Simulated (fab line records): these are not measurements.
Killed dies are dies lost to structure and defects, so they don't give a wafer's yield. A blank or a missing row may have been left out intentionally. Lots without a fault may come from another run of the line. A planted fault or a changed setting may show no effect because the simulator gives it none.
fab line records | flow n5-finfet
[record] lots = 8 | wafers = 22 | last-day = 18
route steps=1938 shown DUMMY_GATE@251 SD_EPI_N@274 BEOL_M4@1111
lots that met no fault: from a run of the same line without faults
start-h: hours from the record's first day to the start of the lot's first wafer shown | wait-h: hours from the lot's prior step to this one | " unchanged from the row above | L1.1+2: several wafers, shown together as one row | - either no value or no given start | * or withheld: withheld | < > ~ a bound
route shown NAME@n: names a module that has steps shown in the file, with the first one's number in the route | usual: mean and standard deviation over wafers with no fault | same: alike in all rows | chamber/n: place in a boat | sites: readings site by site | _std_site: how widely they spread, as a standard deviation | _edge_site: outer sites' mean less inner sites' | radius-mm: how far each site lies from the wafer's centre | mask NAME#n: copy n | behind: the most recent tool/chamber to have shaped the wafer | hold: cause of the lot's hold/its duration in hours/its outcome | device: names the non-switching transistor (n, p or np) | end of line: tests of these same wafers at the route's end | a step with no rows: only its recipe | killed: count of dies lost to structure and defects at first sort (not the wafer's yield) | map: per-die view of a wafer (x killed, . not killed, _ where there is no die)
set.NAME: the setting that was run; set.NAME@STEP: the one run at that earlier step | model.NAME: the simulator's own value behind a step, which no gauge read
route steps across a sampled set of lots; one table per step, one row per wafer
services: a tool's chamber out of use, with start hour (start-h, from the record's first day; less than 0 if before it), hours out, and reason
[[steps]]
[step N5_DUMMY_GATE_STRIP_48]
[recipe] chemistry = N2/H2 | time-s = 20 | power-w = 100 | temp-c = 40 | pressure-mtorr = 100 | rf-frequency-hz = 6e+07 | bias-power-w = 3 | n2-flow-sccm = 300 | h2-flow-sccm = 300
[usual] drypump-motor-current-A = 5.8/0.34 | h2-flow-sccm = 300.0/0.9 | oes-product-au = 0.78/0.092 | rf-vpp-V = 45.3/0.87 | showerhead-plenum-p-Torr = 3.41/0.083 | throttle-valve-pct = 12.3/0.31
lot.wafer | tool        | chamber | start-h | wait-h | drypump-motor-current-A | h2-flow-sccm | oes-product-au | rf-hours-counter-h | rf-vpp-V | showerhead-plenum-p-Torr | throttle-valve-pct
L998.1    | rie-diel-06 | 0       | 54.01   | 0.0    | 5.8                     | 300.6        | 0.72           | 188                | 45.5     | 3.49                     | 12.3
L998.2    | "           | 1       | "       | "      | 5.9                     | 299.7        | 0.72           | 189                | 44.6     | 3.35                     | 12.7
L998.3    | "           | 3       | "       | "      | 5.8                     | 299.7        | 0.68           | 234                | 44.4     | 3.47                     | 12.3
L104.3    | rie-diel-03 | 2       | 91.51   | 0.0    | 6.3                     | 299.8        | 0.67           | 248                | 44.9     | 3.31                     | 12.5
L104.5    | "           | 0       | "       | "      | 5.6                     | 300.7        | 0.93           | -                  | 45.2     | 3.31                     | 11.6
L104.6    | "           | 1       | "       | "      | 6.1                     | 301.2        | 0.76           | -                  | 46.9     | 3.52                     | 12.6
L106.2    | rie-diel-06 | 0       | 104.71  | 0.0    | 5.8                     | 298.3        | 0.71           | 202                | 45.0     | 3.49                     | 12.3
L106.5    | "           | 3       | "       | "      | 5.8                     | 300.3        | 0.66           | -                  | 44.1     | 3.46                     | 12.3
L106.6    | "           | 0       | "       | "      | 5.8                     | 299.9        | 0.71           | -                  | 45.5     | 3.49                     | 12.3
L115.4    | rie-diel-06 | 2       | 156.26  | 0.0    | 5.2                     | 299.7        | 0.84           | -                  | 44.7     | 3.42                     | 12.3
L115.6    | "           | 1       | "       | "      | 5.9                     | 301.2        | 0.71           | -                  | 44.6     | 3.34                     | 12.7
L116.3    | rie-diel-04 | 3       | 160.62  | 0.0    | 5.4                     | 300.8        | 0.80           | 110                | 45.2     | 3.39                     | 12.1
L116.4    | "           | 2       | "       | "      | 5.6                     | 299.6        | 0.83           | 94                 | 45.2     | 3.28                     | 12.2
L117.1    | rie-diel-04 | 3       | 171.84  | 0.0    | 5.5                     | 300.5        | 0.79           | 113                | 43.9     | 3.39                     | 12.1
L117.5    | "           | 1       | "       | "      | 5.6                     | 300.7        | 0.68           | -                  | 46.0     | 3.48                     | 12.4
L117.6    | "           | 3       | "       | "      | 5.5                     | 300.3        | 0.78           | -                  | 45.4     | 3.39                     | 12.1
L119.1    | rie-diel-04 | 2       | 180.10  | 0.0    | 5.7                     | 298.0        | 0.81           | 100                | 45.1     | 3.27                     | 12.3
L119.2    | "           | 3       | "       | "      | 5.4                     | 300.2        | 0.80           | 115                | 46.6     | 3.39                     | 12.1
L119.3    | "           | 1       | "       | "      | 5.6                     | 300.4        | 0.68           | 217                | 45.8     | 3.48                     | 12.4
L120.1    | rie-diel-06 | 2       | 185.06  | 0.0    | 5.2                     | 298.4        | 0.83           | 81                 | 45.9     | 3.41                     | 12.3
L120.2    | "           | 3       | "       | "      | 5.8                     | 301.4        | 0.91           | 9                  | 45.0     | 3.45                     | 11.7
L120.4    | "           | 0       | "       | "      | 5.7                     | 301.3        | 0.69           | 231                | 46.5     | 3.47                     | 12.4
[step N5_SD_EPI_N_ETCH_34]
[recipe] chemistry = CF4 | target = SiARC | target-depth-a = 455 | mask-material = CAR-ArF-block | time-s = 75.8 | ion-energy-ev = 80 | pressure-mtorr = 40 | source-w = 545 | bias-w = 36 | Ar_flow_sccm = 100 | cf4-flow-sccm = 100 | ends = cleared
[usual] drypump-motor-current-A = 5.7/0.5 | etch-rf-on-time-s = 75.7/1.1 | oes-product-au = 0.65/0.064 | rf-fwd-power-W = 539.6/2.4 | rf-vpp-V = 183.8/0.88 | showerhead-plenum-p-Torr = 2.118/0.03 | throttle-valve-pct = 15.67/0.26
lot.wafer | tool        | chamber | start-h | wait-h | drypump-motor-current-A | etch-rf-on-time-s | oes-product-au | rf-fwd-power-W | rf-hours-counter-h | rf-vpp-V | showerhead-plenum-p-Torr | throttle-valve-pct
L998.1    | rie-diel-05 | 2       | 55.20   | 0.0    | 5.1                     | 74.0              | 0.66           | 542.2          | 126                | 183.8    | 2.064                    | 15.62
L998.2    | "           | 0       | "       | "      | 5.1                     | 76.2              | 0.60           | 542.6          | 193                | 184.1    | 2.125                    | 15.54
L998.3    | "           | 1       | "       | "      | 6.0                     | 74.3              | 0.63           | 539.3          | 207                | 183.0    | 2.122                    | 15.64
L104.3    | rie-diel-01 | 0       | 94.95   | 0.0    | 6.5                     | 75.7              | 0.80           | 541.7          | 14                 | 183.0    | 2.105                    | 15.12
L104.5    | "           | 3       | "       | "      | 4.8                     | 75.5              | 0.65           | 539.8          | -                  | 184.0    | 2.141                    | 15.78
L104.6    | "           | 2       | "       | "      | 5.7                     | 77.0              | 0.59           | 538.5          | -                  | 182.5    | 2.119                    | 16.07
L106.2    | rie-diel-01 | 2       | 106.03  | 0.0    | 5.7                     | 76.4              | 0.58           | 537.8          | 238                | 183.9    | 2.117                    | 16.06
L106.5    | "           | 2       | "       | "      | 5.7                     | 76.6              | 0.59           | 536.1          | -                  | 182.8    | 2.118                    | 16.07
L106.6    | "           | 3       | "       | "      | 4.8                     | 76.9              | 0.64           | 537.2          | -                  | 183.0    | 2.139                    | 15.80
L115.4    | rie-diel-01 | 0       | 157.58  | 0.0    | 6.5                     | 75.4              | 0.75           | 543.4          | -                  | 183.0    | 2.097                    | 15.19
L115.6    | "           | 1       | "       | "      | 5.7                     | 109.4             | 0.51           | -              | -                  | 183.8    | 2.116                    | 15.76
L116.3    | rie-diel-01 | 2       | 161.93  | 0.0    | 5.7                     | 106.1             | 0.73           | -              | 1                  | 183.5    | 2.112                    | 15.57
L116.4    | "           | 1       | "       | "      | 5.7                     | 76.0              | 0.59           | 539.1          | 229                | 183.5    | 2.115                    | 15.78
L117.1    | rie-diel-01 | 3       | 173.15  | 0.0    | 4.8                     | 76.8              | 0.62           | 540.9          | 193                | 185.2    | 2.131                    | 15.83
L117.5    | "           | 0       | "       | "      | 6.5                     | 76.7              | 0.73           | 539.6          | -                  | 182.8    | 2.096                    | 15.19
L117.6    | "           | 3       | "       | "      | 4.8                     | 110.1             | 0.54           | -              | -                  | 182.8    | 2.130                    | 15.84
L119.1    | rie-diel-02 | 3       | 181.41  | 0.0    | 6.1                     | 75.3              | 0.66           | 535.2          | 119                | 184.2    | 2.153                    | 15.54
L119.2    | "           | 2       | "       | "      | 6.0                     | 79.2              | 0.62           | 538.6          | 173                | 185.0    | 2.139                    | 16.07
L119.3    | "           | 0       | "       | "      | 5.6                     | 76.6              | 0.66           | 540.9          | 113                | 185.1    | 2.068                    | 15.58
L120.1    | rie-diel-05 | 3       | 187.28  | 0.0    | 5.8                     | 76.2              | 0.60           | 543.8          | 218                | 183.9    | 2.122                    | 16.08
L120.2    | "           | 0       | "       | "      | 5.1                     | 77.0              | 0.57           | 543.9          | 235                | 183.7    | 2.111                    | 15.61
L120.4    | "           | 2       | "       | "      | 5.1                     | 74.9              | 0.61           | 540.6          | -                  | 183.1    | 2.047                    | 15.71
[step N5_SD_EPI_N_ETCH_35]
[recipe] chemistry = N2/H2 | target = SOC | overetch-a = 1080 | mask-material = SiARC | temp-c = 40 | ion-energy-ev = 100 | source-w = 3000 | bias-w = 133 | pressure-mtorr = 20 | time-s = 486 | n2-flow-sccm = 200 | h2-flow-sccm = 200
[usual] drypump-motor-current-A = 5.7/0.5 | h2-flow-sccm = 199.9/0.55 | oes-product-au = 0.68/0.064 | rf-fwd-power-W = 2995/8.7 | rf-vpp-V = 240.4/0.88 | showerhead-plenum-p-Torr = 2.51/0.036 | throttle-valve-pct = 23.82/0.27
lot.wafer | tool        | chamber | start-h | wait-h | drypump-motor-current-A | h2-flow-sccm | oes-product-au | rf-fwd-power-W | rf-hours-counter-h | rf-vpp-V | showerhead-plenum-p-Torr | throttle-valve-pct
L998.1    | rie-diel-05 | 2       | 55.26   | 0.0    | 5.1                     | 199.4        | 0.68           | 2996           | 126                | 240.6    | 2.45                     | 23.89
L998.2    | "           | 0       | "       | "      | 5.1                     | 200.1        | 0.63           | 2995           | 194                | 240.6    | 2.53                     | 23.70
L998.3    | "           | 1       | "       | "      | 6.0                     | 200.7        | 0.65           | 2987           | 207                | 239.8    | 2.50                     | 23.63
L104.3    | rie-diel-01 | 0       | 95.01   | 0.0    | 6.5                     | 198.6        | 0.83           | 2989           | 14                 | 240.1    | 2.50                     | 23.29
L104.5    | "           | 3       | "       | "      | 4.8                     | 199.9        | 0.68           | 2999           | -                  | 241.0    | 2.53                     | 24.07
L104.6    | "           | 2       | "       | "      | 5.7                     | 199.1        | 0.63           | 2986           | -                  | 240.3    | 2.51                     | 24.02
L106.2    | rie-diel-01 | 2       | 106.08  | 0.0    | 5.7                     | 199.7        | 0.62           | 2999           | 238                | 240.0    | 2.50                     | 24.03
L106.5    | "           | 2       | "       | "      | 5.7                     | 200.0        | 0.62           | 3001           | -                  | 240.6    | 2.50                     | 24.04
L106.6    | "           | 3       | "       | "      | 4.8                     | 199.4        | 0.68           | 3002           | -                  | 241.1    | 2.53                     | 24.09
L115.4    | rie-diel-01 | 0       | 157.77  | 0.2    | 6.6                     | 200.4        | 0.78           | 3003           | -                  | 239.8    | 2.49                     | 23.33
L115.6    | "           | 1       | "       | "      | 5.7                     | 200.6        | 0.62           | 2989           | -                  | 241.2    | 2.50                     | 23.94
L116.3    | rie-diel-01 | 2       | 161.99  | 0.0    | 5.7                     | 199.3        | 0.89           | 2998           | 1                  | 240.1    | 2.50                     | 23.66
L116.4    | "           | 1       | "       | "      | 5.7                     | 200.8        | 0.62           | 2999           | 230                | 241.2    | 2.50                     | 23.95
L117.1    | rie-diel-01 | 3       | 173.21  | 0.0    | 4.8                     | 200.0        | 0.66           | 2995           | 193                | 242.0    | 2.52                     | 24.12
L117.5    | "           | 0       | "       | "      | 6.5                     | 199.8        | 0.78           | 2986           | -                  | 240.1    | 2.49                     | 23.31
L117.6    | "           | 3       | "       | "      | 4.8                     | 200.2        | 0.66           | 3022           | -                  | 240.8    | 2.52                     | 24.13
L119.1    | rie-diel-02 | 3       | 181.46  | 0.0    | 6.1                     | 198.7        | 0.68           | 2994           | 119                | 240.8    | 2.55                     | 23.60
L119.2    | "           | 2       | "       | "      | 5.9                     | 199.2        | 0.66           | 2984           | 173                | 241.9    | 2.53                     | 24.24
L119.3    | "           | 0       | "       | "      | 5.6                     | 199.1        | 0.70           | 2999           | 113                | 239.2    | 2.45                     | 23.70
L120.1    | rie-diel-05 | 3       | 187.34  | 0.0    | 5.8                     | 200.1        | 0.64           | 3010           | 218                | 240.1    | 2.50                     | 24.12
L120.2    | "           | 0       | "       | "      | 5.1                     | 200.0        | 0.62           | 3002           | 236                | 241.3    | 2.51                     | 23.74
L120.4    | "           | 2       | "       | "      | 5.2                     | 199.9        | 0.65           | 2986           | -                  | 238.1    | 2.43                     | 23.91
[step N5_SD_EPI_N_ETCHBACK_44]
[recipe] chemistry = CH3F/O2 | mode = anisotropic-etchback | target = SiNx | target-depth-a = 145 | stop-on = SiO2 | over-etch-frac = 0.3 | ion-energy-ev = 120 | pressure-mtorr = 30 | source-w = 395 | bias-w = 73 | Ar_flow_sccm = 150 | CH3F_flow_sccm = 30 | O2_flow_sccm = 20
[usual] drypump-motor-current-A = 5.7/0.51 | oes-product-au = 0.65/0.061 | rf-fwd-power-W = 393.2/1.3 | rf-vpp-V = 297.5/2.1 | showerhead-plenum-p-Torr = 1.976/0.029 | throttle-valve-pct = 16.40/0.26
lot.wafer | tool        | chamber | start-h | wait-h | drypump-motor-current-A | oes-product-au | rf-fwd-power-W | rf-hours-counter-h | rf-vpp-V | showerhead-plenum-p-Torr | throttle-valve-pct
L998.1    | rie-diel-05 | 2       | 55.58   | 0.0    | 5.1                     | 0.64           | 392.9          | 126                | 297.9    | 1.922                    | 16.33
L998.2    | "           | 0       | "       | "      | 5.1                     | 0.61           | 392.1          | 194                | 294.0    | 1.987                    | 16.29
L998.3    | "           | 1       | "       | "      | 6.0                     | 0.62           | 392.6          | 207                | 299.7    | 1.982                    | 16.38
L104.3    | rie-diel-01 | 0       | 95.33   | 0.0    | 6.5                     | 0.80           | 395.6          | 14                 | 297.9    | 1.964                    | 15.86
L104.5    | "           | 3       | "       | "      | 4.8                     | 0.65           | 393.8          | -                  | 299.7    | 1.997                    | 16.50
L104.6    | "           | 2       | "       | "      | 5.7                     | 0.59           | 390.8          | -                  | 295.0    | 1.975                    | 16.78
L106.2    | rie-diel-01 | 2       | 106.41  | 0.0    | 5.7                     | 0.59           | 391.9          | 239                | 296.3    | 1.973                    | 16.78
L106.5    | "           | 2       | "       | "      | 5.7                     | 0.59           | 392.7          | -                  | 295.3    | 1.973                    | 16.78
L106.6    | "           | 3       | "       | "      | 4.8                     | 0.65           | 392.8          | -                  | 300.0    | 1.995                    | 16.51
L115.4    | rie-diel-01 | 0       | 157.99  | 0.1    | 6.5                     | 0.75           | 394.0          | -                  | 296.7    | 1.955                    | 15.91
L115.6    | "           | 1       | "       | "      | 5.7                     | 0.59           | 393.5          | -                  | 300.5    | 1.966                    | 16.45
L116.3    | rie-diel-01 | 2       | 162.31  | 0.0    | 5.7                     | 0.84           | 391.0          | 2                  | 294.5    | 1.969                    | 16.31
L116.4    | "           | 1       | "       | "      | 5.7                     | 0.60           | 392.6          | 230                | 298.5    | 1.966                    | 16.47
L117.1    | rie-diel-01 | 3       | 173.54  | 0.0    | 4.7                     | 0.63           | 391.4          | 194                | 298.4    | 1.987                    | 16.57
L117.5    | "           | 0       | "       | "      | 6.5                     | 0.74           | 392.2          | -                  | 298.6    | 1.954                    | 15.93
L117.6    | "           | 3       | "       | "      | 4.8                     | 0.63           | 392.6          | -                  | 298.7    | 1.987                    | 16.56
L119.1    | rie-diel-02 | 3       | 181.79  | 0.0    | 6.0                     | 0.66           | 394.1          | 119                | 297.3    | 2.014                    | 16.26
L119.2    | "           | 2       | "       | "      | 5.9                     | 0.63           | 392.7          | 173                | 293.6    | 1.998                    | 16.81
L119.3    | "           | 0       | "       | "      | 5.6                     | 0.67           | 393.6          | 114                | 295.8    | 1.933                    | 16.36
L120.1    | rie-diel-05 | 3       | 187.66  | 0.0    | 5.7                     | 0.61           | 392.9          | 218                | 295.1    | 1.977                    | 16.80
L120.2    | "           | 0       | "       | "      | 5.1                     | 0.59           | 396.2          | 236                | 291.6    | 1.973                    | 16.37
L120.4    | "           | 2       | "       | "      | 5.1                     | 0.62           | 396.3          | -                  | 297.4    | 1.906                    | 16.44
[step N5_BEOL_M4_RC_MEAS_101]
[usual] DIBL_N = 36.5/1.4 | DIBL_P = 36.5/1.6 | IOFF_N = 0.163/0.022 | IOFF_P = 0.219/0.029 | ION_N = 675/8.3 | ION_P = 464/6.2 | SS_N = 71.5/0.52 | SS_P = 73.4/0.57 | VT_N = 249.7/2.6 | VT_P = -250/3
lot.wafer | tool      | chamber | start-h | wait-h | DIBL_N[mV/V] | DIBL_P[mV/V] | IOFF_N[nA/um] | IOFF_P[nA/um] | ION_N[uA/um] | ION_P[uA/um] | SS_N[mV/dec] | SS_P[mV/dec] | VT_N[mV] | VT_P[mV]
L998.1    | prober-01 | 0       | 171.17  | 0.0    | 38.3         | 37.0         | 0.170         | 0.252         | 673          | 472          | 71.9         | 73.3         | 252.2    | -249
L998.2    | "         | 0       | "       | "      | 36.7         | 34.9         | 0.139         | 0.215         | 661          | 462          | 71.2         | 73.9         | 254.3    | -248
L998.3    | "         | 0       | "       | "      | 36.8         | 34.5         | 0.136         | 0.199         | 669          | 468          | 70.9         | 73.2         | 253.8    | -249
L104.3    | prober-01 | 0       | 213.32  | 0.3    | 36.9         | 36.2         | 0.172         | 0.197         | 666          | 454          | 72.1         | 73.3         | 251.5    | -250
L104.5    | "         | 0       | "       | "      | 35.8         | 35.2         | 0.154         | 0.188         | 666          | 454          | 70.6         | 73.4         | 250.5    | -251
L104.6    | "         | 0       | "       | "      | 36.2         | 36.4         | 0.173         | 0.200         | 682          | 462          | 71.4         | 73.0         | 249.3    | -251
L106.2    | prober-02 | 0       | 240.40  | 0.2    | 38.6         | 37.9         | 0.185         | 0.256         | 682          | 467          | 72.0         | 74.1         | 248.0    | -250
L106.5    | "         | 0       | "       | "      | 36.2         | 34.9         | 0.140         | 0.201         | 674          | 464          | 71.2         | 73.1         | 251.5    | -250
L106.6    | "         | 0       | "       | "      | 37.8         | 37.6         | 0.179         | 0.246         | 683          | 475          | 71.0         | 73.8         | 251.6    | -249
L115.4    | prober-01 | 0       | 283.15  | 0.5    | 38.4         | 39.5         | 0.187         | 0.243         | 682          | 465          | 71.8         | 74.3         | 247.3    | -249
L115.6    | "         | 0       | "       | "      | 39.1         | 39.8         | 0.197         | 0.247         | 685          | 468          | 71.8         | 74.1         | 247.4    | -246
L116.3    | prober-02 | 0       | 286.08  | 0.3    | 37.7         | 38.1         | 0.195         | 0.232         | 694          | 469          | 71.5         | 73.2         | 247.1    | -251
L116.4    | "         | 0       | "       | "      | 38.3         | 38.3         | 0.203         | 0.244         | 682          | 465          | 71.7         | 73.7         | 246.3    | -250
L117.1    | prober-02 | 0       | 290.68  | 0.0    | 38.5         | 38.0         | 0.175         | 0.240         | 681          | 464          | 71.3         | 74.3         | 250.5    | -247
L117.5    | "         | 0       | "       | "      | 38.7         | 37.9         | 0.184         | 0.244         | 666          | 460          | 71.4         | 74.3         | 248.6    | -248
L117.6    | "         | 0       | "       | "      | 38.1         | 37.6         | 0.174         | 0.248         | 685          | 471          | 71.4         | 74.0         | 247.6    | -247
L119.1    | prober-02 | 0       | 310.36  | 0.0    | 35.7         | 37.9         | 0.170         | 0.230         | 681          | 472          | 72.5         | 73.4         | 250.1    | -248
L119.2    | "         | 0       | "       | "      | 33.3         | 34.6         | 0.127         | 0.184         | 675          | 467          | 71.0         | 72.6         | 252.1    | -251
L119.3    | "         | 0       | "       | "      | 35.0         | 36.6         | 0.151         | 0.217         | 675          | 465          | 71.1         | 73.3         | 250.0    | -249
L120.1    | prober-02 | 0       | 316.72  | 0.0    | 36.6         | 35.7         | 0.149         | 0.218         | 661          | 460          | 71.8         | 73.4         | 251.6    | -250
L120.2    | "         | 0       | "       | "      | 37.2         | 36.7         | 0.164         | 0.243         | 665          | 458          | 72.8         | 73.9         | 250.0    | -248
L120.4    | "         | 0       | "       | "      | 34.9         | 33.8         | 0.132         | 0.196         | 667          | 467          | 71.7         | 72.7         | 254.0    | -251
[[services]]
tool        | chamber | start-h | hours | kind
rie-diel-01 | 0       | 32.52   | -     | clean
rie-diel-01 | 0       | 32.52   | -     | consumable-replace:focus-ring
rie-diel-01 | 0       | 32.52   | 25.5  | scheduled-down
rie-diel-01 | 0       | 32.52   | 25.5  | vent-cycle
rie-diel-05 | 1       | 35.20   | 6.2   | repair
rie-diel-01 | 1       | 50.00   | 2.5   | repair
rie-diel-02 | -       | 55.82   | 15.6  | pm
rie-diel-05 | 0       | 62.35   | 5.0   | repair
rie-diel-01 | 1       | 88.68   | 15.3  | repair
rie-diel-06 | 1       | 114.71  | 23.0  | repair
rie-diel-06 | 3       | 114.84  | 4.0   | repair
rie-diel-01 | 1       | 126.77  | 8.7   | repair
rie-diel-01 | 2       | 136.93  | -     | clean
rie-diel-01 | 2       | 136.93  | -     | consumable-replace:focus-ring
rie-diel-01 | 2       | 136.93  | 22.3  | scheduled-down
rie-diel-01 | 2       | 136.93  | 22.3  | vent-cycle
rie-diel-04 | 1       | 139.91  | 2.5   | repair
rie-diel-03 | 1       | 140.98  | 6.8   | repair
rie-diel-05 | 0       | 141.50  | 9.7   | repair
rie-diel-04 | -       | 163.06  | 1.1   | repair
rie-diel-05 | 1       | 163.92  | 15.8  | repair
rie-diel-05 | 1       | 184.07  | -     | clean
rie-diel-05 | 1       | 184.07  | -     | consumable-replace:focus-ring
rie-diel-05 | 1       | 184.07  | 21.9  | scheduled-down
[[key]]
[first-sign] step = N5_SD_EPI_N_ETCH_34 | reading = etch-rf-on-time-s | direction = up | sigmas = 31 | usual = * | struck = *
effect none on later readings
met-at N5_SD_EPI_N_ETCH_34
struck-lots L115,L116,L117
struck-wafers L115.6,L116.3,L117.6
not-acting-at N5_DUMMY_GATE_STRIP_48,N5_SD_EPI_N_ETCH_35,N5_SD_EPI_N_ETCHBACK_44
onset-between 106.03 157.58
[fault] kind = process-parameter-drift | tool = rie-diel-01 | chamber = - | onset-h = 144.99 | steps = N5_SD_EPI_N_ETCH_34 | channel = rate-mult | offset = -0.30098 | shape = step | end-h = 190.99 | scope = struck-wafers-only
